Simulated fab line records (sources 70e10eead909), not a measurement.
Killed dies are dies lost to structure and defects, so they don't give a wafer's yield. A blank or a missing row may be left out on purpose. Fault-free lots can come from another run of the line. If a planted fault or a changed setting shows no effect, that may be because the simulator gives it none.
Which tool was responsible? ; flow nand_harc ; 14 lots with 42 wafers sampled at 6 steps, on a route of 1159 steps

== WHAT THE GAUGES SHOWED, per wafer ==
NHARC_P_M1_INSPECT_11.
lot;measured;on;raw_defect_count
L202;day 6 10:35;defect_inspect-02;8 6 6
L201;day 6 10:50;defect_inspect-01;7 3 6
L203;day 6 20:28;defect_inspect-02;8 3 6
L205;day 7 04:43;defect_inspect-02;4 3 9
L206;day 7 18:31;defect_inspect-02;5 2 9
L207;day 7 19:29;defect_inspect-01;6 5 5
L216;day 9 23:58;defect_inspect-02;6 5 6
L217;day 10 00:34;defect_inspect-01;4 5 4
L218;day 10 09:31;defect_inspect-01;3 3 0
L219;day 10 10:51;defect_inspect-01;2 2 5
L220;day 11 02:23;defect_inspect-01;9 3 4
L221;day 11 07:00;defect_inspect-02;7 5 11
L223;day 11 07:49;defect_inspect-01;2 4 0
L222;day 11 08:07;defect_inspect-02;4 4 6

NHARC_P_M1_THK_MEAS_24: measures by xrf.
lot;measured;on;thk_nm (nm)
L202;day 6 13:20;film_metro-02;156.7 157.4 157.8
L201;day 6 13:40;film_metro-02;157.1 155.1 158.5
L203;day 6 23:05;film_metro-01;158.7 160.3 156.3
L205;day 7 07:18;film_metro-02;158.0 157.4 157.1
L206;day 7 21:01;film_metro-02;29.8 29.0 29.9
L207;day 7 22:07;film_metro-01;30.2 30.0 29.4
L216;day 10 02:28;film_metro-01;157.6 158.9 158.0
L217;day 10 03:07;film_metro-01;157.9 157.5 156.9
L218;day 10 12:04;film_metro-01;158.0 159.6 158.9
L219;day 10 13:32;film_metro-01;155.5 157.7 157.2
L220;day 11 04:55;film_metro-01;156.6 158.1 158.8
L221;day 11 09:29;film_metro-01;158.3 157.2 158.8
L223;day 11 10:19;film_metro-01;157.0 156.1 159.2
L222;day 11 11:02;film_metro-02;158.8 159.6 159.8

== WHICH TOOL RAN EACH LOT (tool, then ch and the chambers of the sampled wafers, then the start) ==
lot;NHARC_P_M1_ETCH_15;NHARC_P_M1_STRIP_18;NHARC_P_M1_ECD_22;NHARC_P_M1_CMP_23
L202;rie_diel-03 ch 1,2, day 6 11:04 or earlier;rie_diel-10 ch 1,2,3, day 6 11:04;ecd_cu-02 ch 0,1, day 6 12:19;cmp-01 ch 0,2,3, day 6 13:02
L201;rie_diel-12 ch 0,2, day 6 11:09;rie_diel-12 ch 0,2, day 6 11:25;ecd_cu-01 ch 0,1, day 6 12:36;cmp-03 ch 0,2,3, day 6 13:22
L203;rie_diel-12 ch 0,1,2, day 6 20:58 or earlier;rie_diel-12 ch 0,2, day 6 20:58;ecd_cu-01 ch 0,1, day 6 22:01;cmp-04 ch 1,2, day 6 22:48
L205;rie_diel-10 ch 1,2,3, day 7 05:12 or earlier;rie_diel-12 ch 0,1,2, day 7 05:12;ecd_cu-02 ch 0,1, day 7 06:16;cmp-04 ch 0,2,3, day 7 06:59
L206;rie_diel-10 ch 1,2,3, day 7 18:58 or earlier;rie_diel-10 ch 0,1, day 7 18:58;ecd_cu-02 ch 0,1, day 7 19:58;cmp-04 ch 0,1,3, day 7 20:43
L207;rie_diel-03 ch 0,1, day 7 19:50;rie_diel-12 ch 0,1,2, day 7 20:05;ecd_cu-02 ch 0,1, day 7 21:08;cmp-01 ch 1,2,3, day 7 21:49
L216;rie_diel-10 ch 1,3, day 10 00:25 or earlier;rie_diel-12 ch 1,3, day 10 00:25;ecd_cu-01 ch 0,1, day 10 01:25;cmp-04 ch 0,1,2, day 10 02:13
L217;rie_diel-10 ch 1,2, day 10 01:05 or earlier;rie_diel-12 ch 0,2,3, day 10 01:05;ecd_cu-02 ch 0,1, day 10 02:02;cmp-01 ch 1,2,3, day 10 02:53
L218;rie_diel-03 ch 1,2,3, day 10 09:58 or earlier;rie_diel-10 ch 0,1,3, day 10 09:58;ecd_cu-02 ch 0,1, day 10 11:04;cmp-01 ch 1,2,3, day 10 11:44
L219;rie_diel-03 ch 0,1,2, day 10 11:19 or earlier;rie_diel-10 ch 0,1,2, day 10 11:19;ecd_cu-01 ch 0,1, day 10 12:20;cmp-03 ch 1,2,3, day 10 13:13
L220;rie_diel-10 ch 0,1,3, day 11 02:54 or earlier;rie_diel-03 ch 0,1,2, day 11 02:54;ecd_cu-01 ch 0,1, day 11 03:52;cmp-01 ch 0,2,3, day 11 04:37
L221;rie_diel-12 ch 0,1,3, day 11 07:26 or earlier;rie_diel-03 ch 1,2,3, day 11 07:26;ecd_cu-02 ch 0,1, day 11 08:27;cmp-04 ch 0,2,3, day 11 09:11
L223;rie_diel-10 ch 1,2, day 11 08:19 or earlier;rie_diel-10 ch 0,2,3, day 11 08:19;ecd_cu-01 ch 0,1, day 11 09:21;cmp-03 ch 0,1,2, day 11 10:02
L222;rie_diel-03 ch 1,2, day 11 09:01 or earlier;rie_diel-12 ch 0,1, day 11 09:01;ecd_cu-01 ch 0,1, day 11 10:03;cmp-04 ch 0,1,2, day 11 10:47
- NHARC_P_M1_ETCH_15: etches the open film in C4F8/Ar, target depth 182.5 nm, time 91.2 s.
- NHARC_P_M1_STRIP_18: strips in N2/H2.
- NHARC_P_M1_ECD_22: material Cu, target thk 400 nm.
- NHARC_P_M1_CMP_23: polishes, t overpolish 20 s, target thk 157.82 nm.

== WHAT THE TOOLS THEMSELVES READ (means of the sampled wafers that have a number; where no wafer has one, the mark that the record gives instead) ==
NHARC_P_M1_ETCH_15.
lot;tool;bias_w (W);chamber_pressure_mTorr (mTorr);oes_product_au (a.u.);rf_vpp_V (V)
L202;rie_diel-03;300.0;24.987;0.961;443.1
L201;rie_diel-12;299.5;25.012;0.958;445.0
L203;rie_diel-12;298.5;25.019;0.963;444.3
L205;rie_diel-10;299.6;24.991;0.924;439.9
L206;rie_diel-10;299.6;25.004;0.945;440.1
L207;rie_diel-03;299.8;24.999;0.928;441.1
L216;rie_diel-10;299.7;24.984;0.960;441.8
L217;rie_diel-10;299.9;25.004;0.980;443.3
L218;rie_diel-03;300.0;25.016;0.967;443.4
L219;rie_diel-03;300.0;24.986;0.967;442.4
L220;rie_diel-10;299.9;24.997;0.947;439.9
L221;rie_diel-12;299.8;25.021;0.973;443.2
L223;rie_diel-10;300.2;24.983;0.981;441.0
L222;rie_diel-03;299.9;24.975;0.923;442.6

NHARC_P_M1_STRIP_18.
lot;tool;chamber_pressure_mTorr (mTorr);drypump_motor_current_A (A);h2_flow_sccm (sccm);oes_product_au (a.u.);rf_vpp_V (V);showerhead_plenum_p_Torr (Torr);throttle_valve_pct (%)
L202;rie_diel-10;29.998;5.48;150.1;1.005;91.1;2.03;14.170
L201;rie_diel-12;29.990;5.72;149.7;0.999;92.3;2.17;14.172
L203;rie_diel-12;29.967;5.71;150.0;0.998;92.7;2.19;14.175
L205;rie_diel-12;29.973;5.61;149.8;1.005;91.7;2.15;14.169
L206;rie_diel-10;29.989;5.70;150.2;1.005;90.8;2.03;14.173
L207;rie_diel-12;30.025;5.60;150.1;1.011;92.6;2.15;14.182
L216;rie_diel-12;29.992;5.02;149.9;1.009;90.4;2.11;14.176
L217;rie_diel-12;30.001;5.43;150.2;1.009;91.5;2.16;14.163
L218;rie_diel-10;30.015;5.55;150.0;1.009;90.8;2.02;14.175
L219;rie_diel-10;29.996;5.62;149.7;1.002;90.4;2.04;14.169
L220;rie_diel-03;30.012;5.43;149.8;0.992;91.1;2.08;14.170
L221;rie_diel-03;30.034;5.32;149.7;0.994;91.5;2.13;14.185
L223;rie_diel-10;29.964;5.54;150.3;1.006;90.7;1.98;14.162
L222;rie_diel-12;29.970;5.57;149.7;1.005;90.6;2.17;14.181

NHARC_P_M1_ECD_22.
lot;tool;bath_heat_duty_pct (%);bath_temp_c (C)
L202;ecd_cu-02;6.0;25.00
L201;ecd_cu-01;7.1;25.10
L203;ecd_cu-01;7.1;24.94
L205;ecd_cu-02;5.7;25.11
L206;ecd_cu-02;-;-
L207;ecd_cu-02;-;-
L216;ecd_cu-01;6.7;24.95
L217;ecd_cu-02;6.4;25.06
L218;ecd_cu-02;5.9;24.99
L219;ecd_cu-01;7.1;24.92
L220;ecd_cu-01;6.5;25.06
L221;ecd_cu-02;6.7;25.08
L223;ecd_cu-01;7.0;25.08
L222;ecd_cu-01;6.7;24.88

NHARC_P_M1_CMP_23.
lot;tool;motor_current_A (A);slurry_flow_ml_min;time_to_endpoint_s (s)
L202;cmp-01;13.0;150.2;27.0
L201;cmp-03;12.6;150.6;27.5
L203;cmp-04;12.1;149.7;29.9
L205;cmp-04;11.9;149.9;27.8
L206;cmp-04;11.6;149.7;1.4
L207;cmp-01;13.0;150.0;2.0
L216;cmp-04;11.9;150.4;29.7
L217;cmp-01;13.2;149.8;27.4
L218;cmp-01;13.0;150.6;25.5
L219;cmp-03;12.9;150.3;27.7
L220;cmp-01;12.9;149.7;27.8
L221;cmp-04;11.6;150.1;32.5
L223;cmp-03;12.6;150.0;29.2
L222;cmp-04;11.6;150.1;28.0

== THE ANSWER, worked out from the rows above alone ==
Rule: the lots themselves supply what counts as usual. The widest of any qualifying gaps counts: lots, ordered by their means at a reading, are off when they make up no more than a third of the lots, leave a main group of 4 or more, and stand apart from it by 3 or more times the standard deviation of that group's means. A main group whose means are all the same, to the digits that the tables above print for the reading, isn't used. Also off: a lot with no number at a reading for which 4 or more lots have one. Any other lot the step has rows for is counted as sound. Order of review: gauges by route order, followed by the tools' own readings, for which a lot's mean as printed above is used. At the first step where some lot is off, the reading lying furthest off is the one used; lots without a number count as furthest.
Off: L206, L207 (NHARC_P_M1_THK_MEAS_24, thk_nm). The main group has a mean of 157.8 nm with a standard deviation of 0.74.
If a tool, at a process step before that reading, ran all the lots that are off and no sound lot after the first of them, it fits. Not tried: the gauges at NHARC_P_M1_THK_MEAS_24; whatever is off there is also off at NHARC_P_M1_ECD_22, on other tools, and gauge error can't account for it. With no start given for some of its lots, NHARC_P_M1_ETCH_15 uses the hours and lot order of NHARC_P_M1_STRIP_18. No candidate that was tried fits.

== WHAT WAS PUT IN BY THE SIMULATOR ==
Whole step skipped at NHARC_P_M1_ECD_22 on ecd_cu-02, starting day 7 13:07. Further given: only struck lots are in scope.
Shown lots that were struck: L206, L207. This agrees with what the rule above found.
